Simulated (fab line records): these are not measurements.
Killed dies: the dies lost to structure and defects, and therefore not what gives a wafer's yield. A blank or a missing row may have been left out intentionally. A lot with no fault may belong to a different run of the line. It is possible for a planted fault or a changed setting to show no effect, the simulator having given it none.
Which tool was responsible? | flow n5_finfet | 15 lots, 44 wafers sampled, at 5 steps of a route of 1938

WHAT EACH GAUGE READ, for each wafer
N5_BEOL_M4_RC_MEAS_101. Usual: DIBL_N 36.1 mV/V, standard deviation 1.6; DIBL_P 35.7 mV/V, standard deviation 1.8; IOFF_N 0.159 nA/um, standard deviation 0.027; IOFF_P 0.21 nA/um, standard deviation 0.03; ION_N 673 uA/um, standard deviation 10; ION_P 462 uA/um, standard deviation 7.4; SS_N 71.4 mV/dec, standard deviation 0.56; SS_P 73.2 mV/dec, standard deviation 0.61; VT_N 249.7 mV, standard deviation 3; VT_P -250 mV, standard deviation 3.1.
lot  | measured     | on        | DIBL_N (mV/V)  | DIBL_P (mV/V)  | IOFF_N (nA/um)    | IOFF_P (nA/um) | ION_N (uA/um) | ION_P (uA/um) | SS_N (mV/dec)  | SS_P (mV/dec)  | VT_N (mV)         | VT_P (mV)      | flag
L730 | day 7 22:14  | prober-01 | 33.2 34.0 32.9 | 33.2 35.0 32.9 | 0.118 0.134 0.122 | 0.19 0.22 0.19 | 664 661 661   | 460 466 459   | 70.7 71.5 71.3 | 72.6 73.1 72.2 | 253.6 251.4 250.9 | -248 -249 -250 |
L734 | day 8 17:10  | prober-02 | 37.9 36.6 39.2 | 37.4 35.8 38.7 | 0.156 0.136 0.189 | 0.19 0.18 0.24 | 664 662 678   | 448 451 458   | 71.6 71.7 72.0 | 73.6 73.1 73.8 | 252.5 253.1 248.9 | -253 -254 -251 |
L735 | day 8 23:52  | prober-02 | 36.4 37.0 36.4 | 34.9 35.9 35.9 | 0.162 0.170 0.167 | 0.20 0.22 0.23 | 671 678 676   | 463 467 469   | 71.4 71.6 71.2 | 72.7 73.7 73.8 | 250.1 246.8 247.0 | -250 -248 -247 |
L736 | day 9 06:56  | prober-02 | 36.3 36.4 36.9 | 36.8 36.8 38.2 | 0.176 0.164 0.171 | 0.18 0.18 0.22 | 673 676 683   | 447 449 455   | 72.0 72.0 72.6 | 73.6 73.6 73.5 | 248.2 250.7 250.2 | -254 -252 -252 |
L737 | day 9 07:34  | prober-01 | 38.1 35.9 37.8 | 35.7 33.7 36.1 | 0.166 0.131 0.174 | 0.20 0.18 0.21 | 666 671 684   | 453 460 466   | 71.7 71.0 72.0 | 73.3 72.3 73.2 | 248.8 252.3 247.9 | -252 -249 -250 |
L738 | day 9 18:08  | prober-01 | 35.6 36.1 34.8 | 34.9 36.6 35.5 | 0.137 0.155 0.139 | 0.18 0.22 0.20 | 654 670 670   | 451 462 466   | 71.5 70.7 70.8 | 72.7 72.8 73.3 | 255.4 249.0 249.9 | -251 -249 -250 |
L739 | day 10 04:53 | prober-02 | 35.7 33.3 36.9 | 35.6 33.7 36.3 | 0.161 0.131 0.187 | 0.20 0.17 0.21 | 671 672 679   | 455 459 455   | 71.8 70.0 71.9 | 72.6 72.1 73.8 | 251.7 255.0 249.4 | -250 -253 -249 |
L741 | day 10 17:29 | prober-02 | 35.6 35.1      | 36.0 35.4      | 0.159 0.149       | 0.20 0.19      | 684 673       | 463 459       | 71.0 71.8      | 73.1 72.8      | 247.0 249.9       | -251 -251      |
L742 | day 10 21:25 | prober-01 | 38.7 37.7 36.6 | 37.3 36.7 34.5 | 0.185 0.170 0.151 | 0.24 0.22 0.19 | 683 676 654   | 466 463 450   | 71.8 71.8 71.3 | 73.4 74.3 73.6 | 248.5 249.2 253.6 | -250 -248 -251 |
L744 | day 11 12:26 | prober-02 | 35.3 33.6 34.6 | 35.3 33.2 35.1 | 0.144 0.117 0.140 | 0.19 0.18 0.19 | 664 641 662   | 458 453 454   | 70.8 71.1 71.1 | 73.9 72.3 74.0 | 253.9 256.6 250.2 | -252 -251 -251 |
L732 | day 13 19:43 | prober-02 | 35.2 34.6 35.8 | 36.1 35.4 36.3 | 0.172 0.143 0.170 | 0.23 0.23 0.24 | 691 664 680   | 479 471 468   | 71.9 71.3 71.6 | 73.7 73.3 74.1 | 247.3 251.2 250.4 | -247 -246 -246 |
L750 | day 13 17:08 | prober-01 | 34.9 35.7 36.4 | 34.5 36.9 37.7 | 0.122 0.148 0.163 | 0.17 0.21 0.21 | 666 683 683   | 455 467 465   | 71.1 70.8 71.6 | 73.3 73.6 73.8 | 253.6 250.6 250.1 | -252 -250 -251 |
L751 | day 13 21:15 | prober-01 | 37.1 35.3 36.2 | 36.8 34.9 36.0 | 0.195 0.147 0.178 | 0.23 0.19 0.22 | 678 672 677   | 461 457 463   | 71.9 71.5 72.2 | 72.9 72.3 72.4 | 247.2 251.9 249.4 | -250 -253 -250 |
L753 | day 14 16:55 | prober-02 | 34.9 40.0 37.2 | 33.0 39.2 35.1 | 0.124 0.210 0.147 | 0.19 0.30 0.23 | 667 684 675   | 465 473 478   | 70.6 71.4 70.6 | 72.9 75.1 73.6 | 250.1 246.3 249.8 | -249 -246 -248 |
L752 | day 15 05:43 | prober-01 | 35.2 34.7 36.7 | 34.8 33.7 36.9 | 0.156 0.139 0.201 | 0.22 0.20 0.26 | 662 670 694   | 460 468 482   | 71.1 70.9 71.0 | 73.1 72.1 73.1 | 247.2 251.6 243.3 | -244 -245 -242 |

WHAT TOOL EACH LOT RAN ON (gives the tool, then ch and the chambers of the sampled wafers, and finally the start)
lot  | N5_BEOL_M0_HM_OPEN_105            | N5_BEOL_M0_ETCH_128                | N5_BEOL_M0_TRENCH_ETCH_107         | N5_BEOL_M0_CVD_115
L730 | rie_metal-01 ch 0,1, day 6 06:43  | rie_diel-03 ch 0,1,3, day 6 07:02  | rie_diel-03 ch 0,1,3, day 6 07:05  | cvd_co-02 ch 1,2, day 6 08:32
L734 | rie_metal-02 ch 0, day 6 22:19    | rie_diel-01 ch 0,1,3, day 6 22:57  | rie_diel-01 ch 0,1,3, day 6 23:00  | cvd_co-02 ch 1,2, day 6 23:47
L735 | rie_metal-02 ch 0, day 7 01:46    | rie_diel-01 ch 0,2, day 7 03:04    | rie_diel-01 ch 0,2, day 7 03:07    | cvd_co-02 ch 0,1, day 7 05:49
L736 | rie_metal-01 ch 0,1, day 7 06:27  | rie_diel-06 ch 1,3, day 7 06:46    | rie_diel-06 ch 1,3, day 7 06:49    | cvd_co-01 ch 0,2, day 7 08:35
L737 | rie_metal-02 ch 0, day 7 12:20    | rie_diel-03 ch 0,2, day 7 12:52    | rie_diel-03 ch 0,2, day 7 12:55    | cvd_co-02 ch 0,1,2, day 7 15:20
L738 | rie_metal-01 ch 0,1, day 7 20:20  | rie_diel-06 ch 1,3, day 7 20:42    | rie_diel-06 ch 1,3, day 7 20:44    | cvd_co-01 ch 0,1,2, day 7 22:24
L739 | rie_metal-01 ch 0,1, day 8 01:36  | rie_diel-01 ch 1,2, day 8 01:57    | rie_diel-01 ch 1,2, day 8 01:59    | cvd_co-02 ch 1,2, day 8 03:10
L741 | rie_metal-03 ch 1, day 8 16:05    | rie_diel-06 ch 0,3, day 8 16:31    | rie_diel-06 ch 0,3, day 8 16:33    | cvd_co-02 ch 0,1, day 8 19:01
L742 | rie_metal-02 ch 0,1, day 8 19:03  | rie_diel-03 ch 0,2,3, day 8 19:37  | rie_diel-03 ch 0,2,3, day 8 19:39  | cvd_co-02 ch 0,1,2, day 8 21:28
L744 | rie_metal-01 ch 1, day 9 03:43    | rie_diel-06 ch 0,1,3, day 9 04:01  | rie_diel-06 ch 0,1,3, day 9 04:04  | cvd_co-02 ch 1,2, day 9 05:48
L732 | rie_metal-01 ch 0,1, day 10 21:13 | rie_diel-03 ch 0,1,3, day 10 21:34 | rie_diel-03 ch 0,1,3, day 10 21:36 | cvd_co-01 ch 0,1,2, day 11 00:37
L750 | rie_metal-01 ch 0,1, day 11 00:04 | rie_diel-03 ch 2,3, day 11 02:04   | rie_diel-03 ch 2,3, day 11 02:07   | cvd_co-01 ch 0,1,2, day 11 04:54
L751 | rie_metal-02 ch 0,1, day 11 07:26 | rie_diel-06 ch 1,3, day 11 07:49   | rie_diel-06 ch 1,3, day 11 07:51   | cvd_co-01 ch 0,1, day 11 09:23
L753 | rie_metal-02 ch 1, day 11 23:05   | rie_diel-03 ch 0,1,3, day 11 23:24 | rie_diel-03 ch 0,1,3, day 11 23:27 | cvd_co-02 ch 0,1,2, day 12 00:41
L752 | rie_metal-03 ch 0,1, day 11 23:24 | rie_diel-01 ch 0,1,2, day 11 23:44 | rie_diel-01 ch 0,1,2, day 11 23:47 | cvd_co-01 ch 0,2, day 12 00:43
- N5_BEOL_M0_HM_OPEN_105: chemistry Cl2/BCl3, target TiN, target depth 12 nm.
- N5_BEOL_M0_ETCH_128: etches SiCN in CF4/N2, target depth 12 nm, overetch 5.1 nm, time 21.4 s.
- N5_BEOL_M0_TRENCH_ETCH_107: etches SiOC in C4F6/O2, target depth 32.8 nm, time 16.4 s.
- N5_BEOL_M0_CVD_115: deposits Co from CCTBA/H2, time 120 s.

AS READ BY THE TOOLS THEMSELVES (means over the sampled wafers that have a number; for cases with no such wafer, the mark the record gives instead)
N5_BEOL_M0_HM_OPEN_105. Usual: drypump_motor_current_A 5.6 A, standard deviation 0.36; oes_product_au 0.78 a.u., standard deviation 0.15; throttle_valve_pct 22.12 %, standard deviation 0.13.
lot  | tool         | drypump_motor_current_A (A) | oes_product_au (a.u.) | throttle_valve_pct (%) | flag
L730 | rie_metal-01 | 5.7                         | 0.95                  | 22.20                  |
L734 | rie_metal-02 | 5.4                         | 0.66                  | 21.97                  |
L735 | rie_metal-02 | 5.4                         | 0.66                  | 21.97                  |
L736 | rie_metal-01 | 5.4                         | 0.93                  | 22.21                  |
L737 | rie_metal-02 | 5.4                         | 0.65                  | 21.98                  |
L738 | rie_metal-01 | 5.8                         | 0.94                  | 22.21                  |
L739 | rie_metal-01 | 5.4                         | 0.92                  | 22.23                  |
L741 | rie_metal-03 | 5.3                         | 0.61                  | 21.93                  |
L742 | rie_metal-02 | 5.5                         | 0.75                  | 22.03                  |
L744 | rie_metal-01 | 5.1                         | 0.89                  | 22.22                  |
L732 | rie_metal-01 | 5.8                         | 0.91                  | 22.22                  |
L750 | rie_metal-01 | 5.4                         | 0.89                  | 22.22                  |
L751 | rie_metal-02 | 5.5                         | 0.73                  | 22.04                  |
L753 | rie_metal-02 | 5.7                         | 0.90                  | 22.12                  |
L752 | rie_metal-03 | 5.8                         | 0.62                  | 22.14                  |

N5_BEOL_M0_ETCH_128. Usual: drypump_motor_current_A 5.6 A, standard deviation 0.35; oes_product_au 0.53 a.u., standard deviation 0.045; rf_vpp_V 383.0 V, standard deviation 1.4; showerhead_plenum_p_Torr 2.23 Torr, standard deviation 0.054; throttle_valve_pct 15.51 %, standard deviation 0.27.
lot  | tool        | drypump_motor_current_A (A) | oes_product_au (a.u.) | rf_vpp_V (V) | showerhead_plenum_p_Torr (Torr) | throttle_valve_pct (%) | flag
L730 | rie_diel-03 | 5.4                         | 0.51                  | 382.0        | 2.23                            | 15.54                  |
L734 | rie_diel-01 | 5.6                         | 0.59                  | 384.3        | 2.27                            | 15.22                  |
L735 | rie_diel-01 | 5.7                         | 0.56                  | 384.7        | 2.31                            | 15.28                  |
L736 | rie_diel-06 | 5.3                         | 0.51                  | 383.6        | 2.29                            | 15.86                  |
L737 | rie_diel-03 | 6.0                         | 0.49                  | 382.9        | 2.21                            | 15.63                  |
L738 | rie_diel-06 | 5.3                         | 0.49                  | 383.8        | 2.29                            | 15.87                  |
L739 | rie_diel-01 | 5.6                         | 0.50                  | 384.7        | 2.28                            | 15.75                  |
L741 | rie_diel-06 | 5.5                         | 0.53                  | 382.4        | 2.22                            | 15.55                  |
L742 | rie_diel-03 | 5.6                         | 0.49                  | 383.2        | 2.22                            | 15.65                  |
L744 | rie_diel-06 | 5.5                         | 0.51                  | 382.3        | 2.23                            | 15.65                  |
L732 | rie_diel-03 | 5.4                         | 0.54                  | 383.1        | 2.22                            | 15.45                  |
L750 | rie_diel-03 | 5.9                         | 0.49                  | 382.0        | 2.18                            | 15.56                  |
L751 | rie_diel-06 | 5.3                         | 0.49                  | 383.9        | 2.28                            | 15.91                  |
L753 | rie_diel-03 | 5.4                         | 0.53                  | 382.4        | 2.22                            | 15.46                  |
L752 | rie_diel-01 | 5.6                         | 0.56                  | 384.1        | 2.28                            | 15.38                  |

N5_BEOL_M0_TRENCH_ETCH_107. Usual: drypump_motor_current_A 5.6 A, standard deviation 0.35; oes_product_au 0.76 a.u., standard deviation 0.07; rf_vpp_V 665 V, standard deviation 13; showerhead_plenum_p_Torr 2.88 Torr, standard deviation 0.071; throttle_valve_pct 20.9 %, standard deviation 0.3.
lot  | tool        | drypump_motor_current_A (A) | oes_product_au (a.u.) | rf_vpp_V (V) | showerhead_plenum_p_Torr (Torr) | throttle_valve_pct (%) | flag
L730 | rie_diel-03 | 5.4                         | 0.74                  | 671          | 2.89                            | 21.0                   |
L734 | rie_diel-01 | 5.6                         | 0.85                  | 667          | 2.92                            | 20.7                   |
L735 | rie_diel-01 | 5.7                         | 0.80                  | 669          | 2.97                            | 20.7                   |
L736 | rie_diel-06 | 5.3                         | 0.72                  | 639          | 2.96                            | 21.3                   |
L737 | rie_diel-03 | 6.0                         | 0.70                  | 670          | 2.86                            | 21.0                   |
L738 | rie_diel-06 | 5.3                         | 0.71                  | 638          | 2.95                            | 21.3                   |
L739 | rie_diel-01 | 5.6                         | 0.71                  | 675          | 2.93                            | 21.2                   |
L741 | rie_diel-06 | 5.5                         | 0.77                  | 642          | 2.86                            | 21.0                   |
L742 | rie_diel-03 | 5.6                         | 0.71                  | 666          | 2.86                            | 21.1                   |
L744 | rie_diel-06 | 5.6                         | 0.75                  | 645          | 2.88                            | 21.1                   |
L732 | rie_diel-03 | 5.4                         | 0.79                  | 671          | 2.87                            | 20.9                   |
L750 | rie_diel-03 | 5.9                         | 0.69                  | 666          | 2.81                            | 20.9                   |
L751 | rie_diel-06 | 5.3                         | 0.70                  | 640          | 2.94                            | 21.4                   |
L753 | rie_diel-03 | 5.4                         | 0.78                  | 671          | 2.87                            | 20.9                   |
L752 | rie_diel-01 | 5.6                         | 0.84                  | 670          | 2.94                            | 20.7                   |

N5_BEOL_M0_CVD_115. Usual: 143.2 s for run_length_s, sd 0.62.
lot  | tool      | run_length_s (s) | flag
L730 | cvd_co-02 | 143.3            |
L734 | cvd_co-02 | 142.9            |
L735 | cvd_co-02 | 142.7            |
L736 | cvd_co-01 | 142.9            |
L737 | cvd_co-02 | 143.4            |
L738 | cvd_co-01 | 142.7            |
L739 | cvd_co-02 | 143.4            |
L741 | cvd_co-02 | 107.8            | OFF
L742 | cvd_co-02 | 119.5            | OFF
L744 | cvd_co-02 | 119.1            | OFF
L732 | cvd_co-01 | 142.7            |
L750 | cvd_co-01 | 142.8            |
L751 | cvd_co-01 | 142.9            |
L753 | cvd_co-02 | 143.4            |
L752 | cvd_co-01 | 143.2            |

THE ANSWER, worked out from the rows above alone
Rule: a lot is off if the mean of its wafers that have a number lies more than 3 standard deviations from the usual mean. A lot without any number at a reading at which 4 lots or more have one is off too. All remaining lots with rows at the step are treated as sound. First the gauges in route order, then the tools' own readings, where a lot's mean is used as printed above. At the first step where some lot is off, the reading lying furthest off is the one used; lots without a number count as furthest.
Off at N5_BEOL_M0_CVD_115 (run_length_s): L741, L742, L744.
A tool fits if, at that step or a process step before it, it ran every lot that is off, and no sound lot after the first of them. None of those tried fits.

WHAT HAD BEEN PUT IN BY THE SIMULATOR
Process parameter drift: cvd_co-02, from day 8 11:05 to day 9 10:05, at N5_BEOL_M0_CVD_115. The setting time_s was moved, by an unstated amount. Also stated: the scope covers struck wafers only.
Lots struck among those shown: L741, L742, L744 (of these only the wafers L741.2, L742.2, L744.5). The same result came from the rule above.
